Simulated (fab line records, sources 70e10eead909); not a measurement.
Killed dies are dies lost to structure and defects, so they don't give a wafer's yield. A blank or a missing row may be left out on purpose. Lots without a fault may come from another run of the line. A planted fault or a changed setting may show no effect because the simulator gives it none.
Which tool did it? | flow nand_harc | 12 lots, 36 wafers sampled, at 5 steps of a route of 1302

WHAT THE GAUGES READ, wafer by wafer
NHARC_END_SORT_01. Usual: killed_at_array 50, standard deviation 18; killed_at_other 0.8, standard deviation 1.1; killed_at_periphery 4.1, standard deviation 2.9; killed_dies 55, standard deviation 18; killed_open 3.5, standard deviation 1.9; killed_short 2.4, standard deviation 1.5.
lot  | measured     | on        | killed_at_array | killed_at_other | killed_at_periphery | killed_dies | killed_open | killed_short | flag
L551 | day 28 22:06 | prober-01 | 32 35 39        | 5 4 1           | 2 6 3               | 39 45 43    | 3 2 3       | 3 5 3        |
L552 | day 30 00:19 | prober-01 | 83 101 99       | 0 0 0           | 6 7 1               | 89 108 100  | 2 4 3       | 0 2 2        |
L553 | day 30 22:41 | prober-01 | 28 29 35        | 1 1 0           | 1 4 3               | 30 34 38    | 8 4 4       | 1 1 2        |
L555 | day 31 17:20 | prober-02 | 53 53 54        | 0 0 2           | 18 7 10             | 71 60 66    | 6 4 4       | 2 1 4        |
L561 | day 33 21:45 | prober-02 | 27 34 31        | 0 0 0           | 2 2 3               | 29 36 34    | 2 4 4       | 2 2 4        |
L562 | day 34 10:21 | prober-02 | 35 36 35        | 1 2 1           | 2 2 4               | 38 40 40    | 7 3 2       | 1 2 4        |

WHICH TOOL RAN EACH LOT (tool, then ch and the chambers of the sampled wafers, then the start)
lot  | NHARC_A_CHANNEL_HOLE_D2_ETCH_34               | NHARC_A_CHANNEL_HOLE_D2_ETCH_22  | NHARC_A_CHANNEL_FILL_D2_ALD_16   | NHARC_A_CHANNEL_FILL_D2_ETCHBACK_08
L539 | rie_diel-07 ch 1,2,3, day 14 13:08 or earlier | har_etch-02 ch 0,1, day 14 13:08 | ald_hk-02 ch 0,1,3, day 15 07:18 | rie_diel-13 ch 1,2,3, no start
L540 | rie_diel-08 ch 0,1,3, day 14 17:13 or earlier | har_etch-01 ch 0,1, day 14 17:13 | ald_hk-04 ch 0,1,2, day 15 10:27 | rie_diel-04 ch 1,2,3, no start
L541 | rie_diel-07 ch 0,1, day 14 17:17 or earlier   | har_etch-02 ch 0,1, day 14 17:17 | ald_hk-03 ch 0,1,2, day 15 10:31 | rie_diel-13 ch 1,2,3, no start
L547 | rie_diel-07 ch 0,1,2, day 16 11:48 or earlier | har_etch-01 ch 0,1, day 16 11:48 | ald_hk-02 ch 1,2,3, day 17 06:08 | rie_diel-13 ch 0,2,3, no start
L548 | rie_diel-07 ch 0,2,3, day 17 09:12 or earlier | har_etch-01 ch 0,1, day 17 09:12 | ald_hk-02 ch 1,2, day 18 05:39   | rie_diel-13 ch 0,1, no start
L551 | rie_diel-09 ch 0,1, day 17 23:44 or earlier   | har_etch-01 ch 0,1, day 17 23:44 | ald_hk-04 ch 2,3, day 18 18:27   | rie_diel-04 ch 2,3, day 28 22:06 or earlier
L552 | rie_diel-09 ch 2,3, day 18 10:34 or earlier   | har_etch-01 ch 0,1, day 18 10:34 | ald_hk-04 ch 0,1, day 19 03:49   | rie_diel-13 ch 0,3, day 30 00:19 or earlier
L553 | rie_diel-09 ch 0,2,3, day 19 08:44 or earlier | har_etch-02 ch 0,1, day 19 08:44 | ald_hk-04 ch 0,1,3, day 20 04:02 | rie_diel-02 ch 1,2,3, day 30 22:41 or earlier
L555 | rie_diel-09 ch 1,2, day 20 10:34 or earlier   | har_etch-01 ch 0,1, day 20 10:34 | ald_hk-02 ch 1,3, day 21 03:43   | rie_diel-13 ch 1,2,3, day 31 17:20 or earlier
L559 | rie_diel-07 ch 1,2, day 21 08:52 or earlier   | har_etch-02 ch 0,1, day 21 08:52 | ald_hk-02 ch 0,1,2, day 22 02:19 | rie_diel-13 ch 1,2, no start
L561 | rie_diel-07 ch 0,1,3, day 22 17:21 or earlier | har_etch-02 ch 0,1, day 22 17:21 | ald_hk-03 ch 2,3, day 23 11:22   | rie_diel-04 ch 0,3, day 33 21:45 or earlier
L562 | rie_diel-08 ch 0,1,3, day 22 22:20 or earlier | har_etch-02 ch 0,1, day 22 22:20 | ald_hk-02 ch 2,3, day 23 16:47   | rie_diel-04 ch 0,1,2, day 34 10:21 or earlier
- NHARC_A_CHANNEL_HOLE_D2_ETCH_34: etches the open film in CF4/CHF3, target depth 154 nm, time 77 s.
- NHARC_A_CHANNEL_HOLE_D2_ETCH_22: etches the open film in C4F8/O2/Ar, time 666.7 s, target depth 1600 nm.
- NHARC_A_CHANNEL_FILL_D2_ALD_16: deposits SiO2, target thk 1.5 nm, pulse time 10 s, ald cycles 15.
- NHARC_A_CHANNEL_FILL_D2_ETCHBACK_08: etches the open film in C4F8, target depth 220 nm, time 110 s.

WHAT THE TOOLS THEMSELVES READ (means of the sampled wafers that have a number; where no wafer has one, the mark that the record gives instead)
NHARC_A_CHANNEL_HOLE_D2_ETCH_34. Usual: drypump_motor_current_A 5.6 A, standard deviation 0.59; mfc_ar_sccm 0.010 sccm, standard deviation 0.014; oes_product_au 0.957 a.u., standard deviation 0.02; rf_vpp_V 372.3 V, standard deviation 1.9; showerhead_plenum_p_Torr 1.63 Torr, standard deviation 0.048; throttle_valve_pct 16.803 %, standard deviation 0.0081.
lot  | tool        | drypump_motor_current_A (A) | mfc_ar_sccm (sccm) | oes_product_au (a.u.) | rf_vpp_V (V) | showerhead_plenum_p_Torr (Torr) | throttle_valve_pct (%) | flag
L539 | rie_diel-07 | 5.7                         | 0.016              | 0.967                 | 373.0        | 1.64                            | 16.802                 |
L540 | rie_diel-08 | 5.5                         | 0.033              | 0.919                 | 371.1        | 1.58                            | 16.803                 |
L541 | rie_diel-07 | 6.2                         | 0.000              | 0.971                 | 373.8        | 1.65                            | 16.806                 |
L547 | rie_diel-07 | 5.6                         | 0.011              | 0.978                 | 373.3        | 1.64                            | 16.802                 |
L548 | rie_diel-07 | 5.6                         | 0.016              | 0.965                 | 371.6        | 1.62                            | 16.798                 |
L551 | rie_diel-09 | 5.3                         | 0.000              | 0.922                 | 372.7        | 1.66                            | 16.799                 |
L552 | rie_diel-09 | 5.1                         | 0.000              | 0.965                 | 372.9        | 1.65                            | 16.800                 |
L553 | rie_diel-09 | 5.4                         | 0.000              | 0.961                 | 372.2        | 1.63                            | 16.800                 |
L555 | rie_diel-09 | 4.9                         | 0.000              | 0.959                 | 373.5        | 1.66                            | 16.805                 |
L559 | rie_diel-07 | 5.8                         | 0.011              | 0.966                 | 373.0        | 1.66                            | 16.796                 |
L561 | rie_diel-07 | 6.1                         | 0.005              | 0.972                 | 371.2        | 1.63                            | 16.809                 |
L562 | rie_diel-08 | 5.5                         | 0.033              | 0.932                 | 369.9        | 1.58                            | 16.806                 |

NHARC_A_CHANNEL_HOLE_D2_ETCH_22. Usual: drypump_motor_current_A 5.69 A, standard deviation 0.25; mfc_ar_sccm 374.9 sccm, standard deviation 1.1; oes_air_line_au 1.002 a.u., standard deviation 0.018; showerhead_plenum_p_Torr 3.64 Torr, standard deviation 0.049; throttle_valve_pct 32.155 %, standard deviation 0.0096.
lot  | tool        | drypump_motor_current_A (A) | mfc_ar_sccm (sccm) | oes_air_line_au (a.u.) | showerhead_plenum_p_Torr (Torr) | throttle_valve_pct (%) | flag
L539 | har_etch-02 | 5.85                        | 374.8              | 1.013                  | 3.69                            | 32.156                 |
L540 | har_etch-01 | 5.69                        | 375.9              | 1.005                  | 3.64                            | 32.155                 |
L541 | har_etch-02 | 5.84                        | 374.9              | 1.007                  | 3.69                            | 32.150                 |
L547 | har_etch-01 | 5.68                        | 375.0              | 1.016                  | 3.62                            | 32.152                 |
L548 | har_etch-01 | 5.68                        | 374.2              | 1.012                  | 3.61                            | 32.151                 |
L551 | har_etch-01 | 5.69                        | 374.4              | 1.001                  | 3.60                            | 32.148                 |
L552 | har_etch-01 | 5.69                        | 375.0              | 1.008                  | 3.60                            | 32.161                 |
L553 | har_etch-02 | 5.85                        | 375.7              | 0.995                  | 3.65                            | 32.144                 |
L555 | har_etch-01 | 5.52                        | 374.5              | 0.990                  | 3.61                            | 32.156                 |
L559 | har_etch-02 | 5.69                        | 375.0              | 1.004                  | 3.66                            | 32.152                 |
L561 | har_etch-02 | 5.68                        | 374.8              | 1.005                  | 3.65                            | 32.173                 |
L562 | har_etch-02 | 5.71                        | 375.2              | 1.020                  | 3.65                            | 32.156                 |

NHARC_A_CHANNEL_FILL_D2_ALD_16. Usual: heater_power_w 488 W, standard deviation 57; precursor_pulse_height_rel 1.000, standard deviation 0.02.
lot  | tool      | heater_power_w (W) | precursor_pulse_height_rel | flag
L539 | ald_hk-02 | 497                | 0.989                      |
L540 | ald_hk-04 | 419                | 1.015                      |
L541 | ald_hk-03 | 489                | 1.003                      |
L547 | ald_hk-02 | 527                | 1.020                      |
L548 | ald_hk-02 | 501                | 1.000                      |
L551 | ald_hk-04 | 495                | 0.985                      |
L552 | ald_hk-04 | 385                | 1.008                      |
L553 | ald_hk-04 | 434                | 0.996                      |
L555 | ald_hk-02 | 505                | 0.996                      |
L559 | ald_hk-02 | 500                | 1.000                      |
L561 | ald_hk-03 | 538                | 1.000                      |
L562 | ald_hk-02 | 578                | 0.994                      |

NHARC_A_CHANNEL_FILL_D2_ETCHBACK_08. Usual: oes_product_au 0.98 a.u., standard deviation 0.033; rf_vpp_V 440.6 V, standard deviation 2.8.
lot  | tool        | oes_product_au (a.u.) | rf_vpp_V (V) | flag
L539 | rie_diel-13 | 0.92                  | 441.4        |
L540 | rie_diel-04 | 1.00                  | 440.0        |
L541 | rie_diel-13 | 0.92                  | 442.6        |
L547 | rie_diel-13 | 0.99                  | 440.1        |
L548 | rie_diel-13 | 1.00                  | 443.6        |
L551 | rie_diel-04 | 1.01                  | 438.1        |
L552 | rie_diel-13 | 0.92                  | 439.9        |
L553 | rie_diel-02 | 1.00                  | 440.4        |
L555 | rie_diel-13 | 0.99                  | 440.9        |
L559 | rie_diel-13 | 0.99                  | 443.6        |
L561 | rie_diel-04 | 0.92                  | 437.4        |
L562 | rie_diel-04 | 1.01                  | 439.4        |

THE ANSWER, worked out from the rows above alone
Rule: a lot is off if the mean of its wafers that have a number lies more than 3 standard deviations from the usual mean. A lot without any number at a reading at which 4 lots or more have one is off too. The other lots that the step has rows for count as sound. The gauges are gone through in route order, then the tools' own readings, and for those a lot's mean is taken as printed above. The first step at which some lot is off is used, and at that step the reading that is off furthest; a lot without a number counts as furthest.
No lot is off at any reading shown: from this, nothing can be told.

WHAT THE SIMULATOR HAD PUT IN
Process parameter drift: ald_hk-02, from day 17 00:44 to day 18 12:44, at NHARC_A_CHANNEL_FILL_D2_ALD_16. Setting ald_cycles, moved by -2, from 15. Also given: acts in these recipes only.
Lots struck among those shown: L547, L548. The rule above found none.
